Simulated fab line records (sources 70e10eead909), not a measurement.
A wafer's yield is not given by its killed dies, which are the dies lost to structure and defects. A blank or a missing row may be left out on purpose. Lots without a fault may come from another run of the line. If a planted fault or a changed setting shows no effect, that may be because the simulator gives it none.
fab line records -- flow nand_harc
record lots=24, wafers=72, last_day=33
route steps=1302 shown A_CONTACT@1059 A_M0@1152 A_M1@1184
lots untouched by any fault: they come from a run of this same line in which no faults occurred
start_h: start of the lot's first displayed wafer, in hours after the record's first day -- wait_h: hours elapsed since this lot's preceding step -- " same as the row above -- L1.1+2: a row that stands for several wafers -- - no value, or no start given -- * or withheld: withheld -- < > ~ a bound
route shown NAME@n: names a module that has steps shown in the file, with the first one's number in the route -- usual: mean and standard deviation over wafers with no fault -- same: alike in all rows -- chamber/n: place in a boat -- sites: the reading at each site -- _std_site: standard deviation across them -- _edge_site: inner sites' mean taken away from outer sites' mean -- radius_mm: how far each site lies from the wafer's centre -- mask NAME#n: copy n -- behind: the tool/chamber that last shaped the wafer -- hold: cause of the lot's hold/its duration in hours/its outcome -- device: whichever transistor did not switch (one of n, p or np) -- end of line: the tests these same wafers got at the end of their route -- step lacking rows: just its recipe -- killed: dies lost to structure and defects at the first sort, not the wafer's yield -- map: the dies of a wafer, with x for killed, . for not killed, _ for no die there
set.NAME: setting as actually run; set.NAME@STEP: the setting as run at that earlier step -- model.NAME: the simulator's own value behind a step, which no gauge read
one table for each step of the route and one row for each wafer, over a sample of lots
services: the hour from which a tool's chamber was out of use, counted from the record's first day as start_h (under 0 if before that day), plus the number of hours and why
## steps
# step NHARC_A_CONTACT_CD_MEAS_80
# usual cd_nm=289.8/0.95
lot.wafer,tool,chamber,start_h,wait_h,cd_nm
L074.3,cd_sem-02,-,516.28,-,288.5
L074.4,cd_sem-02,-,516.28,-,289.9
L074.5,cd_sem-02,-,516.28,-,288.4
L075.3,cd_sem-03,-,519.19,-,289.9
L075.4,cd_sem-03,-,519.19,-,290.0
L075.6,cd_sem-03,-,519.19,-,289.6
L076.1,cd_sem-03,-,527.90,-,291.4
L076.2,cd_sem-03,-,527.90,-,290.9
L076.5,cd_sem-03,-,527.90,-,291.0
L078.1,cd_sem-03,-,539.38,-,291.1
L078.3,cd_sem-03,-,539.38,-,290.8
L078.6,cd_sem-03,-,539.38,-,291.4
L077.2,cd_sem-01,-,541.88,-,290.4
L077.3,cd_sem-01,-,541.88,-,290.9
L077.4,cd_sem-01,-,541.88,-,290.6
L080.1,cd_sem-03,-,564.19,-,289.9
L080.2,cd_sem-03,-,564.19,-,288.1
L080.4,cd_sem-03,-,564.19,-,289.9
L079.1,cd_sem-01,-,568.03,-,289.4
L079.3,cd_sem-01,-,568.03,-,290.0
L079.4,cd_sem-01,-,568.03,-,290.8
L081.2,cd_sem-01,-,580.75,-,288.1
L081.3,cd_sem-01,-,580.75,-,290.5
L081.6,cd_sem-01,-,580.75,-,288.2
L082.2,cd_sem-02,-,588.06,-,290.8
L082.3,cd_sem-02,-,588.06,-,289.9
L082.5,cd_sem-02,-,588.06,-,290.5
L083.3,cd_sem-02,-,589.60,-,291.7
L083.4,cd_sem-02,-,589.60,-,290.8
L083.6,cd_sem-02,-,589.60,-,290.1
L084.2,cd_sem-01,-,604.60,-,289.5
L084.3,cd_sem-01,-,604.60,-,290.3
L084.5,cd_sem-01,-,604.60,-,291.0
L085.2,cd_sem-02,-,610.13,-,289.7
L085.5,cd_sem-02,-,610.13,-,288.3
L085.6,cd_sem-02,-,610.13,-,289.5
L086.1,cd_sem-02,-,623.48,-,289.1
L086.2,cd_sem-02,-,623.48,-,289.1
L086.6,cd_sem-02,-,623.48,-,288.7
L087.1,cd_sem-03,-,625.12,-,289.9
L087.4,cd_sem-03,-,625.12,-,290.7
L087.5,cd_sem-03,-,625.12,-,290.7
L088.2,cd_sem-03,-,644.01,-,289.8
L088.3,cd_sem-03,-,644.01,-,289.0
L088.6,cd_sem-03,-,644.01,-,289.0
L089.4,cd_sem-03,-,646.71,-,289.3
L089.5,cd_sem-03,-,646.71,-,289.1
L089.6,cd_sem-03,-,646.71,-,288.6
L090.1,cd_sem-03,-,665.10,-,289.5
L090.3,cd_sem-03,-,665.10,-,289.5
L090.5,cd_sem-03,-,665.10,-,289.7
L091.1,cd_sem-02,-,668.15,-,289.6
L091.5,cd_sem-02,-,668.15,-,289.9
L091.6,cd_sem-02,-,668.15,-,289.4
L092.2,cd_sem-01,-,696.61,-,290.5
L092.5,cd_sem-01,-,696.61,-,290.5
L092.6,cd_sem-01,-,696.61,-,290.7
L093.1,cd_sem-02,-,697.46,-,288.4
L093.2,cd_sem-02,-,697.46,-,289.5
L093.5,cd_sem-02,-,697.46,-,290.2
L094.2,cd_sem-02,-,713.08,-,288.2
L094.5,cd_sem-02,-,713.08,-,288.4
L094.6,cd_sem-02,-,713.08,-,288.4
L095.1,cd_sem-02,-,716.03,-,291.6
L095.2,cd_sem-02,-,716.03,-,290.8
L095.4,cd_sem-02,-,716.03,-,292.2
L096.2,cd_sem-01,-,725.72,-,289.4
L096.4,cd_sem-01,-,725.72,-,289.1
L096.6,cd_sem-01,-,725.72,-,290.1
L097.3,cd_sem-03,-,732.38,-,287.6
L097.4,cd_sem-03,-,732.38,-,287.7
L097.5,cd_sem-03,-,732.38,-,288.0
# step NHARC_A_CONTACT_DEP_84
# recipe target_thk_a=28000, temp_c=400, material=aC
# usual throttle_valve_pct=35.000/0.0089
lot.wafer,tool,chamber,start_h,wait_h,throttle_valve_pct
L074.3,acl_dep-02,0,517.80,-,35.006
L074.4,acl_dep-02,0,517.80,-,34.999
L074.5,acl_dep-02,0,517.80,-,35.024
L075.3,acl_dep-03,0,523.34,-,35.007
L075.4,acl_dep-03,0,523.34,-,35.010
L075.6,acl_dep-03,0,523.34,-,35.007
L076.1,acl_dep-02,0,528.91,-,35.010
L076.2,acl_dep-02,0,528.91,-,35.001
L076.5,acl_dep-02,0,528.91,-,34.992
L078.1,acl_dep-03,0,540.33,-,35.008
L078.3,acl_dep-03,0,540.33,-,34.984
L078.6,acl_dep-03,0,540.33,-,34.996
L077.2,acl_dep-02,0,543.11,-,35.009
L077.3,acl_dep-02,0,543.11,-,34.994
L077.4,acl_dep-02,0,543.11,-,34.994
L080.1,acl_dep-01,0,568.28,-,35.008
L080.2,acl_dep-01,0,568.28,-,34.975
L080.4,acl_dep-01,0,568.28,-,34.997
L079.1,acl_dep-02,0,572.76,-,35.002
L079.3,acl_dep-02,0,572.76,-,34.994
L079.4,acl_dep-02,0,572.76,-,34.993
L081.2,acl_dep-03,0,583.32,-,34.996
L081.3,acl_dep-03,0,583.32,-,35.003
L081.6,acl_dep-03,0,583.32,-,34.995
L082.2,acl_dep-01,0,591.66,-,34.994
L082.3,acl_dep-01,0,591.66,-,34.995
L082.5,acl_dep-01,0,591.66,-,34.998
L083.3,acl_dep-01,0,593.66,-,35.002
L083.4,acl_dep-01,0,593.66,-,35.010
L083.6,acl_dep-01,0,593.66,-,35.001
L084.2,acl_dep-03,0,605.92,-,35.001
L084.3,acl_dep-03,0,605.92,-,35.005
L084.5,acl_dep-03,0,605.92,-,34.986
L085.2,acl_dep-01,0,615.49,-,34.989
L085.5,acl_dep-01,0,615.49,-,35.012
L085.6,acl_dep-01,0,615.49,-,35.002
L086.1,acl_dep-03,0,626.13,-,34.999
L086.2,acl_dep-03,0,626.13,-,35.005
L086.6,acl_dep-03,0,627.56,-,34.990
L087.1,acl_dep-01,0,626.97,-,35.003
L087.4,acl_dep-01,0,626.97,-,34.994
L087.5,acl_dep-01,0,626.97,-,34.998
L088.2,acl_dep-01,0,645.25,-,35.000
L088.3,acl_dep-01,0,645.25,-,35.016
L088.6,acl_dep-01,0,645.25,-,34.984
L089.4,acl_dep-03,0,649.22,-,35.010
L089.5,acl_dep-03,0,649.22,-,34.986
L089.6,acl_dep-03,0,649.22,-,34.998
L090.1,acl_dep-02,0,666.70,-,35.005
L090.3,acl_dep-02,0,666.70,-,35.018
L090.5,acl_dep-02,0,666.70,-,34.996
L091.1,acl_dep-01,0,671.93,-,35.000
L091.5,acl_dep-01,0,673.10,-,35.004
L091.6,acl_dep-01,0,673.10,-,34.998
L092.2,acl_dep-01,0,697.95,-,35.009
L092.5,acl_dep-01,0,697.95,-,35.002
L092.6,acl_dep-01,0,697.95,-,35.003
L093.1,acl_dep-02,0,698.50,-,34.985
L093.2,acl_dep-02,0,698.50,-,34.999
L093.5,acl_dep-02,0,698.50,-,35.002
L094.2,acl_dep-03,0,716.05,-,34.992
L094.5,acl_dep-03,0,716.05,-,34.999
L094.6,acl_dep-03,0,716.05,-,34.984
L095.1,acl_dep-01,0,718.78,-,34.996
L095.2,acl_dep-01,0,718.78,-,34.989
L095.4,acl_dep-01,0,718.78,-,35.001
L096.2,acl_dep-01,0,726.95,-,35.005
L096.4,acl_dep-01,0,726.95,-,35.000
L096.6,acl_dep-01,0,726.95,-,35.004
L097.3,acl_dep-02,0,734.84,-,35.002
L097.4,acl_dep-02,0,734.84,-,34.988
L097.5,acl_dep-02,0,734.84,-,34.999
# step NHARC_A_M0_ETCH_15
# recipe target_depth_a=1500, overetch_a=150, time_s=82.5, c4f8_flow_sccm=withheld, ar_flow_sccm=400, rf_w=600, bias_w=300, chemistry=C4F8/Ar
# usual bias_w=299.9/0.91, oes_product_au=0.946/0.023, rf_vpp_V=440.5/2.2
lot.wafer,tool,chamber,start_h,wait_h,bias_w,oes_product_au,rf_hours_counter_h,rf_vpp_V
L074.3,rie_diel-06,3,-,-,299.6,0.971,2.6,440.7
L074.4,rie_diel-06,0,-,-,299.4,0.927,2.5,439.8
L074.5,rie_diel-06,3,-,-,300.1,0.980,-,441.3
L075.3,rie_diel-12,3,-,-,300.1,0.945,3.8,439.7
L075.4,rie_diel-12,0,-,-,299.4,0.953,4.0,439.7
L075.6,rie_diel-12,2,-,-,300.2,0.967,-,442.8
L076.2,rie_diel-12,0,-,-,300.2,0.913,4.4,439.8
L076.1,rie_diel-12,2,-,-,299.8,0.914,4.1,440.2
L076.5,rie_diel-12,3,-,-,300.7,0.920,-,442.9
L078.1,rie_diel-13,0,-,-,300.2,0.935,1.7,443.9
L078.3,rie_diel-13,3,-,-,300.2,0.925,2.1,440.6
L078.6,rie_diel-13,0,-,-,302.0,0.934,-,443.3
L077.4,rie_diel-13,0,-,-,298.6,0.952,1.8,443.0
L077.2,rie_diel-13,1,-,-,299.7,0.971,1.3,444.7
L077.3,rie_diel-13,2,-,-,299.2,0.978,1.7,438.7
L080.4,rie_diel-06,2,-,-,299.0,0.918,5.2,439.4
L080.1,rie_diel-06,3,-,-,299.9,0.914,4.8,442.0
L080.2,rie_diel-06,0,-,-,299.8,0.908,3.5,438.3
L079.1,rie_diel-12,3,-,-,300.3,0.921,6.3,441.0
L079.4,rie_diel-12,0,-,-,298.8,0.922,6.7,439.4
L079.3,rie_diel-12,1,-,-,299.3,0.930,6.9,443.4
L081.2,rie_diel-12,2,-,-,301.1,0.944,6.8,439.0
L081.3,rie_diel-12,1,-,-,298.5,0.981,7.2,441.5
L081.6,rie_diel-12,2,-,-,301.0,0.944,-,439.3
L082.2,rie_diel-06,0,-,-,298.7,0.924,4.7,438.0
L082.3,rie_diel-06,2,-,-,298.3,0.974,5.9,439.2
L082.5,rie_diel-06,0,-,-,299.1,0.916,-,437.9
L083.3,rie_diel-13,2,-,-,299.4,0.945,3.6,437.1
L083.4,rie_diel-13,0,-,-,300.2,0.938,3.2,444.1
L083.6,rie_diel-13,3,-,-,298.6,0.918,-,440.1
L084.2,rie_diel-12,0,-,-,300.1,0.920,8.6,439.6
L084.3,rie_diel-12,1,-,-,300.2,0.931,9.2,442.5
L084.5,rie_diel-12,1,-,-,300.9,0.930,-,442.5
L085.2,rie_diel-13,2,-,-,299.6,0.928,4.8,437.5
L085.6,rie_diel-13,1,-,-,300.2,0.938,-,444.0
L085.5,rie_diel-13,2,-,-,298.4,0.938,-,438.5
L086.1,rie_diel-12,1,-,-,299.8,0.978,0.1,442.2
L086.2,rie_diel-12,3,-,-,299.3,0.968,0.2,440.9
L086.6,rie_diel-12,1,-,-,299.1,0.975,-,441.8
L087.1,rie_diel-12,0,-,-,300.0,0.947,0.3,438.8
L087.4,rie_diel-12,0,-,-,300.6,0.951,-,439.3
L087.5,rie_diel-12,3,-,-,301.8,0.974,-,442.8
L088.3,rie_diel-12,0,-,-,299.0,0.943,1.1,438.8
L088.2,rie_diel-12,1,-,-,299.7,0.977,1.0,441.3
L088.6,rie_diel-12,1,-,-,301.6,0.966,-,442.6
L089.4,rie_diel-13,1,-,-,299.5,0.982,6.5,443.5
L089.6,rie_diel-13,0,-,-,301.9,0.959,-,443.5
L089.5,rie_diel-13,1,-,-,300.2,0.987,-,442.2
L090.3,rie_diel-12,1,-,-,301.3,0.968,1.9,441.4
L090.1,rie_diel-12,0,-,-,299.8,0.940,2.0,438.3
L090.5,rie_diel-12,3,-,-,301.8,0.977,-,441.2
L091.1,rie_diel-12,1,-,-,299.0,0.937,2.0,441.2
L091.5,rie_diel-12,0,-,-,299.0,0.913,-,439.4
L091.6,rie_diel-12,1,-,-,300.0,0.941,-,443.4
L092.2,rie_diel-12,1,-,-,300.1,0.978,3.4,442.9
L092.6,rie_diel-12,3,-,-,298.4,0.958,-,440.3
L092.5,rie_diel-12,2,-,-,299.2,0.958,-,440.5
L093.2,rie_diel-13,3,-,-,298.9,0.972,0.2,438.7
L093.1,rie_diel-13,1,-,-,298.3,0.962,0.3,444.5
L093.5,rie_diel-13,3,-,-,298.6,0.974,-,441.0
L094.2,rie_diel-13,2,-,-,300.6,0.917,1.8,439.0
L094.6,rie_diel-13,3,-,-,300.6,0.917,-,441.7
L094.5,rie_diel-13,0,-,-,299.3,0.912,-,444.6
L095.2,rie_diel-06,1,-,-,300.9,0.967,1.9,435.7
L095.1,rie_diel-06,2,-,-,300.0,0.968,1.7,438.6
L095.4,rie_diel-06,3,-,-,298.2,0.947,1.4,440.3
L096.4,rie_diel-12,0,-,-,301.1,0.901,4.9,439.9
L096.2,rie_diel-12,2,-,-,299.5,0.952,2.2,439.7
L096.6,rie_diel-12,0,-,-,300.3,0.899,-,438.2
L097.3,rie_diel-06,3,-,-,300.7,0.911,3.0,441.2
L097.4,rie_diel-06,0,-,-,299.8,0.926,3.1,436.1
L097.5,rie_diel-06,3,-,-,300.1,0.931,-,439.5
# step NHARC_A_M0_CMP_23
# recipe t_overpolish_s=20, target_thk_nm=113.75
# usual edge_zone_pressure_frac=1.000/0.0045, motor_current_A=12.1/0.97, slurry_filter_dp_kPa=13.50/0.14, time_to_endpoint_s=29.6/2.9
lot.wafer,tool,chamber,start_h,wait_h,edge_zone_pressure_frac,motor_current_A,slurry_filter_dp_kPa,time_to_endpoint_s
L074.3,cmp-02,1,532.30,-,0.998,13.6,13.43,29.1
L074.4,cmp-02,2,532.30,-,0.999,11.8,13.41,34.9
L074.5,cmp-02,3,532.30,-,0.998,11.3,13.72,29.9
L075.3,cmp-04,2,537.73,-,0.997,13.5,13.50,28.4
L075.4,cmp-04,3,537.73,-,1.010,11.8,13.23,28.9
L075.6,cmp-04,1,537.73,-,0.998,11.8,13.41,23.5
L076.1,cmp-04,1,543.94,-,0.997,11.6,13.70,26.6
L076.2,cmp-04,2,543.94,-,1.006,15.1,13.58,31.7
L076.5,cmp-04,1,543.94,-,1.000,12.2,13.45,28.6
L078.1,cmp-02,1,555.63,-,0.995,13.0,13.45,27.7
L078.3,cmp-02,2,555.63,-,1.002,11.8,13.57,28.7
L078.6,cmp-02,1,555.63,-,0.998,13.1,13.29,30.5
L077.4,cmp-04,3,557.85,-,0.998,12.7,13.26,32.3
L077.3,cmp-04,1,557.85,-,1.005,11.8,13.33,27.9
L077.2,cmp-04,2,557.85,-,1.003,14.6,13.56,33.9
L080.4,cmp-02,2,584.16,-,1.002,11.6,13.58,28.1
L080.1,cmp-02,3,584.16,-,0.995,11.5,13.54,26.2
L080.2,cmp-02,1,584.16,-,1.000,12.7,13.38,27.1
L079.3,cmp-02,2,587.73,-,0.998,11.6,13.44,33.2
L079.4,cmp-02,0,587.73,-,0.999,11.7,13.55,34.3
L079.1,cmp-02,1,587.73,-,1.002,13.4,13.38,32.7
L081.2,cmp-04,1,597.89,-,1.001,11.4,13.46,25.2
L081.3,cmp-04,3,597.89,-,1.008,12.3,13.48,31.5
L081.6,cmp-04,1,597.89,-,0.998,12.0,13.64,26.8
L082.3,cmp-02,1,606.53,-,0.998,12.1,13.55,27.9
L082.2,cmp-02,3,606.53,-,0.998,11.4,13.45,28.3
L082.5,cmp-02,0,606.53,-,0.999,11.2,13.57,31.7
L083.4,cmp-02,0,608.25,-,1.002,11.7,13.51,32.7
L083.3,cmp-02,3,608.25,-,0.998,11.6,13.45,28.7
L083.6,cmp-02,0,608.25,-,1.000,11.4,13.45,31.4
L084.3,cmp-04,2,620.73,-,1.012,14.3,13.27,32.2
L084.2,cmp-04,0,620.73,-,1.000,11.8,13.54,33.0
L084.5,cmp-04,2,620.73,-,0.999,13.4,13.39,32.3
L085.2,cmp-03,2,629.97,-,1.001,11.3,13.77,24.8
L085.6,cmp-03,3,629.97,-,0.997,13.6,13.63,31.5
L085.5,cmp-03,0,629.97,-,1.007,11.0,13.44,28.9
L086.2,cmp-03,3,640.96,-,0.993,14.2,13.64,28.8
L086.1,cmp-03,0,640.96,-,0.997,10.9,13.32,30.0
L086.6,cmp-03,3,640.96,-,0.999,14.2,13.72,28.8
L087.4,cmp-04,2,643.03,-,1.000,14.5,13.49,29.3
L087.1,cmp-04,3,643.03,-,1.000,12.1,13.49,31.1
L087.5,cmp-04,1,643.03,-,0.998,12.3,13.57,27.0
L088.3,cmp-04,3,660.20,-,1.001,12.5,13.44,30.4
L088.2,cmp-04,0,660.20,-,0.998,12.4,13.60,31.1
L088.6,cmp-04,3,660.20,-,1.000,11.7,13.50,31.3
L089.4,cmp-04,3,664.08,-,0.999,11.6,13.58,28.1
L089.5,cmp-04,0,664.08,-,0.998,11.5,13.76,30.7
L089.6,cmp-04,1,664.08,-,1.004,11.6,13.51,27.1
L090.1,cmp-02,1,681.54,-,1.000,13.9,13.61,28.0
L090.3,cmp-02,2,681.54,-,1.006,12.1,13.36,30.6
L090.5,cmp-02,2,681.54,-,1.007,11.5,13.57,28.1
L091.1,cmp-03,0,687.28,-,1.001,10.6,13.31,29.0
L091.5,cmp-03,1,687.28,-,1.005,11.6,13.36,23.9
L091.6,cmp-03,2,687.28,-,1.002,11.4,13.45,25.1
L092.2,cmp-04,1,713.32,-,0.999,12.0,13.67,25.4
L092.5,cmp-04,0,713.32,-,1.002,11.8,13.47,32.1
L092.6,cmp-04,1,713.32,-,1.001,11.4,13.47,26.6
L093.1,cmp-04,0,714.13,-,1.003,11.4,13.55,27.3
L093.2,cmp-04,3,714.13,-,0.992,11.9,13.74,27.7
L093.5,cmp-04,1,714.13,-,0.990,11.9,13.66,25.1
L094.2,cmp-04,3,731.54,-,0.997,12.0,13.60,32.1
L094.5,cmp-04,0,731.54,-,1.006,12.0,13.53,36.6
L094.6,cmp-04,1,731.54,-,1.002,12.1,13.44,30.9
L095.1,cmp-03,0,734.18,-,0.996,10.6,13.37,32.1
L095.2,cmp-03,1,734.18,-,1.003,11.5,13.54,27.8
L095.4,cmp-03,3,734.18,-,1.000,13.1,13.69,27.5
L096.4,cmp-02,1,742.03,-,0.999,13.5,13.40,26.2
L096.2,cmp-02,0,742.03,-,0.998,11.7,13.36,32.3
L096.6,cmp-02,1,742.03,-,0.993,13.1,13.40,27.7
L097.4,cmp-03,1,749.28,-,0.999,11.9,13.38,30.6
L097.3,cmp-03,2,749.28,-,0.995,11.1,13.57,22.8
L097.5,cmp-03,0,749.28,-,1.002,10.2,13.47,31.7
# step NHARC_A_M1_ETCH_15
# recipe target_depth_a=1825, time_s=91.2, c4f8_flow_sccm=withheld, ar_flow_sccm=400, rf_w=600, bias_w=300, chemistry=C4F8/Ar
# usual bias_w=299.9/0.82, oes_product_au=0.951/0.022, rf_vpp_V=441/3.1
lot.wafer,tool,chamber,start_h,wait_h,bias_w,oes_product_au,rf_hours_counter_h,rf_vpp_V
L074.4,rie_diel-07,3,-,-,300.3,0.940,2,445
L074.3,rie_diel-07,0,-,-,300.4,0.959,2,445
L074.5,rie_diel-07,0,-,-,299.9,0.958,-,443
L075.3,rie_diel-03,0,-,-,300.3,0.963,2,443
L075.4,rie_diel-03,2,-,-,300.1,0.953,2,444
L075.6,rie_diel-03,3,-,-,299.2,0.970,-,441
L076.2,rie_diel-07,0,-,-,301.4,0.956,3,445
L076.1,rie_diel-07,1,-,-,298.7,0.948,3,439
L076.5,rie_diel-07,0,-,-,300.0,0.967,-,444
L078.1,rie_diel-07,3,-,-,300.1,0.922,4,446
L078.3,rie_diel-07,1,-,-,299.6,0.911,5,438
L078.6,rie_diel-07,3,-,-,300.0,0.925,-,445
L077.2,rie_diel-03,2,-,-,298.8,0.972,2,442
L077.4,rie_diel-03,0,-,-,300.3,0.964,2,442
L077.3,rie_diel-03,1,-,-,300.0,0.939,3,446
L080.2,rie_diel-03,2,-,-,300.8,0.956,3,444
L080.1,rie_diel-03,3,-,-,300.0,0.973,3,441
L080.4,rie_diel-03,1,-,-,299.7,0.943,3,444
L079.4,rie_diel-08,0,-,-,300.7,0.959,3,445
L079.1,rie_diel-08,1,-,-,299.1,0.958,2,439
L079.3,rie_diel-08,2,-,-,299.0,0.977,2,442
L081.2,rie_diel-07,1,-,-,300.3,0.964,7,438
L081.3,rie_diel-07,0,-,-,297.9,0.957,7,444
L081.6,rie_diel-07,1,-,-,299.8,0.957,-,439
L082.3,rie_diel-07,1,-,-,299.6,0.919,8,437
L082.2,rie_diel-07,2,-,-,300.2,0.909,7,436
L082.5,rie_diel-07,2,-,-,299.8,0.909,-,435
L083.3,rie_diel-07,3,-,-,299.9,0.953,7,443
L083.4,rie_diel-07,1,-,-,300.9,0.963,8,439
L083.6,rie_diel-07,2,-,-,299.2,0.943,-,437
L084.2,rie_diel-03,2,-,-,300.7,0.967,4,443
L084.3,rie_diel-03,3,-,-,301.3,0.947,4,441
L084.5,rie_diel-03,1,-,-,298.4,0.947,-,445
L085.2,rie_diel-07,0,-,-,300.4,0.962,9,444
L085.6,rie_diel-07,0,-,-,299.7,0.979,-,443
L085.5,rie_diel-07,1,-,-,300.5,0.956,-,438
L086.2,rie_diel-07,2,-,-,300.7,0.919,10,436
L086.1,rie_diel-07,3,-,-,299.3,0.927,9,444
L086.6,rie_diel-07,2,-,-,300.4,0.902,-,436
L087.4,rie_diel-03,3,-,-,299.3,0.971,0,442
L087.1,rie_diel-03,1,-,-,300.1,0.949,0,445
L087.5,rie_diel-03,2,-,-,300.8,0.965,-,444
L088.3,rie_diel-08,3,-,-,299.6,0.968,8,437
L088.2,rie_diel-08,1,-,-,299.4,0.963,7,438
L088.6,rie_diel-08,0,-,-,299.7,0.967,-,444
L089.4,rie_diel-08,1,-,-,299.0,0.924,7,437
L089.6,rie_diel-08,2,-,-,298.4,0.915,-,440
L089.5,rie_diel-08,3,-,-,299.8,0.908,-,438
L090.1,rie_diel-07,3,-,-,299.6,0.935,1,444
L090.3,rie_diel-07,0,-,-,300.5,0.966,1,443
L090.5,rie_diel-07,1,-,-,300.4,0.978,-,437
L091.1,rie_diel-07,3,-,-,299.5,0.947,2,445
L091.5,rie_diel-07,3,-,-,298.6,0.952,-,443
L091.6,rie_diel-07,0,-,-,300.2,0.961,-,444
L092.2,rie_diel-08,3,-,-,300.5,0.942,12,438
L092.5,rie_diel-08,2,-,-,300.4,0.976,-,440
L092.6,rie_diel-08,3,-,-,299.9,0.949,-,439
L093.2,rie_diel-08,1,-,-,299.7,0.936,9,439
L093.1,rie_diel-08,2,-,-,300.7,0.923,11,441
L093.5,rie_diel-08,1,-,-,299.8,0.925,-,438
L094.2,rie_diel-03,1,-,-,300.1,0.961,1,444
L094.6,rie_diel-03,3,-,-,300.6,0.959,-,444
L094.5,rie_diel-03,0,-,-,301.6,0.975,-,443
L095.4,rie_diel-08,0,-,-,299.6,0.999,1,444
L095.1,rie_diel-08,1,-,-,300.4,0.993,1,439
L095.2,rie_diel-08,2,-,-,299.0,0.948,1,441
L096.4,rie_diel-03,3,-,-,300.0,0.935,2,441
L096.2,rie_diel-03,0,-,-,300.0,0.937,2,444
L096.6,rie_diel-03,1,-,-,299.7,0.912,-,443
L097.4,rie_diel-07,2,-,-,299.5,0.967,3,436
L097.3,rie_diel-07,1,-,-,300.7,0.992,5,438
L097.5,rie_diel-07,3,-,-,300.1,0.946,-,444
# step NHARC_A_M1_PVD_20
# recipe target_thk_a=50, bias_v=168.6, power_w=15000, chamber_pressure_pa=0.12, time_s=8.06, substrate_temp_c=50, material=TaN
# usual substrate_temp_c=50.00/0.12, throttle_valve_pct=29.5/0.9
lot.wafer,tool,chamber,start_h,wait_h,substrate_temp_c,throttle_valve_pct
L074.4,pvd_sputter-01,-,-,-,49.72,28.2
L074.3,pvd_sputter-01,-,-,-,50.18,28.2
L074.5,pvd_sputter-01,-,-,-,49.95,29.6
L075.4,pvd_sputter-03,-,-,-,49.92,29.2
L075.3,pvd_sputter-03,-,-,-,50.30,29.3
L075.6,pvd_sputter-03,-,-,-,49.96,29.8
L076.1,pvd_sputter-03,-,-,-,49.92,29.4
L076.2,pvd_sputter-03,-,-,-,49.92,29.5
L076.5,pvd_sputter-03,-,-,-,50.00,29.6
L078.1,pvd_sputter-01,-,-,-,50.03,27.9
L078.3,pvd_sputter-01,-,-,-,50.00,29.9
L078.6,pvd_sputter-01,-,-,-,49.80,28.0
L077.2,pvd_sputter-02,-,-,-,49.97,30.5
L077.4,pvd_sputter-02,-,-,-,50.01,30.7
L077.3,pvd_sputter-02,-,-,-,49.94,30.0
L080.2,pvd_sputter-03,-,-,-,50.07,29.4
L080.1,pvd_sputter-03,-,-,-,50.08,31.1
L080.4,pvd_sputter-03,-,-,-,49.94,29.7
L079.1,pvd_sputter-03,-,-,-,50.00,29.0
L079.4,pvd_sputter-03,-,-,-,49.77,29.4
L079.3,pvd_sputter-03,-,-,-,50.00,29.8
L081.3,pvd_sputter-01,-,-,-,50.04,30.5
L081.2,pvd_sputter-01,-,-,-,49.99,29.3
L081.6,pvd_sputter-01,-,-,-,50.21,29.0
L082.2,pvd_sputter-02,-,-,-,49.97,30.2
L082.3,pvd_sputter-02,-,-,-,49.87,30.1
L082.5,pvd_sputter-02,-,-,-,49.74,30.1
L083.4,pvd_sputter-03,-,-,-,50.04,29.4
L083.3,pvd_sputter-03,-,-,-,50.08,31.2
L083.6,pvd_sputter-03,-,-,-,50.16,29.3
L084.2,pvd_sputter-02,-,-,-,49.76,30.2
L084.3,pvd_sputter-02,-,-,-,50.02,30.7
L084.5,pvd_sputter-02,-,-,-,50.24,30.0
L085.2,pvd_sputter-01,-,-,-,49.86,30.4
L085.5,pvd_sputter-01,-,-,-,50.20,29.5
L085.6,pvd_sputter-01,-,-,-,50.17,28.6
L086.1,pvd_sputter-01,-,-,-,50.09,30.7
L086.2,pvd_sputter-01,-,-,-,49.94,29.2
L086.6,pvd_sputter-01,-,-,-,50.06,30.5
L087.1,pvd_sputter-02,-,-,-,50.01,28.5
L087.4,pvd_sputter-02,-,-,-,50.03,29.9
L087.5,pvd_sputter-02,-,-,-,49.73,30.4
L088.3,pvd_sputter-03,-,-,-,49.86,29.4
L088.2,pvd_sputter-03,-,-,-,49.97,31.1
L088.6,pvd_sputter-03,-,-,-,49.78,29.4
L089.4,pvd_sputter-03,-,-,-,49.96,29.4
L089.5,pvd_sputter-03,-,-,-,50.11,29.7
L089.6,pvd_sputter-03,-,-,-,49.92,29.2
L090.3,pvd_sputter-03,-,-,-,49.77,29.3
L090.1,pvd_sputter-03,-,-,-,49.89,29.5
L090.5,pvd_sputter-03,-,-,-,49.95,29.0
L091.1,pvd_sputter-01,-,-,-,50.02,28.3
L091.5,pvd_sputter-01,-,-,-,50.04,28.7
L091.6,pvd_sputter-01,-,-,-,50.12,28.2
L092.2,pvd_sputter-01,-,-,-,50.16,30.2
L092.5,pvd_sputter-01,-,-,-,49.92,28.6
L092.6,pvd_sputter-01,-,-,-,50.00,28.4
L093.2,pvd_sputter-02,-,-,-,50.14,29.3
L093.1,pvd_sputter-02,-,-,-,50.01,29.6
L093.5,pvd_sputter-02,-,-,-,49.71,30.8
L094.2,pvd_sputter-01,-,-,-,49.70,30.5
L094.6,pvd_sputter-01,-,-,-,50.08,29.3
L094.5,pvd_sputter-01,-,-,-,50.04,28.9
L095.1,pvd_sputter-03,-,-,-,49.94,29.6
L095.2,pvd_sputter-03,-,-,-,50.02,28.4
L095.4,pvd_sputter-03,-,-,-,50.16,29.9
L096.2,pvd_sputter-01,-,-,-,49.98,28.2
L096.4,pvd_sputter-01,-,-,-,49.99,29.2
L096.6,pvd_sputter-01,-,-,-,49.91,28.6
L097.4,pvd_sputter-01,-,-,-,49.95,30.5
L097.3,pvd_sputter-01,-,-,-,49.96,29.3
L097.5,pvd_sputter-01,-,-,-,50.12,28.7
## services
tool,chamber,start_h,hours,kind
cmp-04,-,503.29,4.0,pm
pvd_sputter-03,-,526.03,10.0,pm
pvd_sputter-01,-,536.51,1.5,repair
rie_diel-07,3,543.80,4.4,repair
acl_dep-01,-,551.49,13.0,pm
pvd_sputter-01,-,582.08,10.0,pm
pvd_sputter-01,-,599.27,1.2,repair
cmp-04,-,601.29,4.0,pm
cmp-04,-,614.39,1.5,repair
pvd_sputter-01,-,622.01,3.0,repair
rie_diel-12,-,622.40,9.0,pm
cmp-04,-,634.66,4.2,repair
rie_diel-12,2,637.79,48.3,repair
rie_diel-07,-,648.33,9.0,pm
cmp-04,-,652.25,1.1,repair
pvd_sputter-01,-,670.17,4.5,repair
rie_diel-07,2,679.18,7.1,repair
rie_diel-07,2,690.25,13.6,repair
rie_diel-12,-,693.60,1.7,repair
cmp-04,-,699.29,4.0,pm
rie_diel-12,0,710.32,5.6,repair
acl_dep-01,-,733.08,13.0,pm
cmp-04,-,733.16,1.8,repair
rie_diel-12,-,740.30,0.8,repair
## key
fault none
